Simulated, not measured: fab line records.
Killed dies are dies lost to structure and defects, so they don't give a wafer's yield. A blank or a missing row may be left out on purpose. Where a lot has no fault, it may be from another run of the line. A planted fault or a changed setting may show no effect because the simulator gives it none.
Chamber matching    flow n5 finfet    cmp-01 running N5_HKMG_FIN_CMP_23: 4 sister chambers
The step polishes, stops on SiNx, t overpolish 10 s, target thk 46.326 nm. 4 wafers are shown with their chamber, then 11 later ones without.

## WAFERS, EACH WITH ITS CHAMBER
wafer   chamber  motor current A (A)
L089.1  2        15.1
L089.3  3        11.5
L089.4  0        14.6
L090.1  1        10.8

## WAFERS WITHOUT THEIR CHAMBER
wafer   motor current A (A)
L090.2  14.8
L090.6  10.2
L092.1  10.6
L092.3  14.3
L092.6  10.8
L094.2  11.1
L094.3  10.2
L094.6  13.9
L097.3  10.4
L097.5  15.5
L097.6  10.9

## WHICH CHAMBER EACH ONE RAN IN
wafer   from the rows above      in truth
L090.2  can't be placed: 0 or 2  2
L090.6  can't be placed: 1 or 3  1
L092.1  can't be placed: 1 or 3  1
L092.3  can't be placed: 0 or 2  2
L092.6  can't be placed: 1 or 3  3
L094.2  can't be placed: 1 or 3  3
L094.3  can't be placed: 1 or 3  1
L094.6  can't be placed: 0 or 2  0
L097.3  can't be placed: 1 or 3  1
L097.5  can't be placed: 2 or 0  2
L097.6  can't be placed: 1 or 3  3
0 of 11 placed correctly. Cannot be placed on the basis of these rows: 11; the candidates contain the true chamber in 11. Placed wrongly: 0.
How it was worked out, from the rows above alone: a wafer's distance from a chamber is the root of the sum, over the readings, of the square of ((its reading less the chamber's mean) divided by the reading's scatter). The wafer belongs to the nearest chamber; if the next one is less than 2 further off, it can't be placed. The mean given for a chamber averages the wafers shown for that chamber. The scatter (one wafer shown for each chamber): square how far every hidden wafer sits from the nearest shown wafer, average those squares and take the square root.
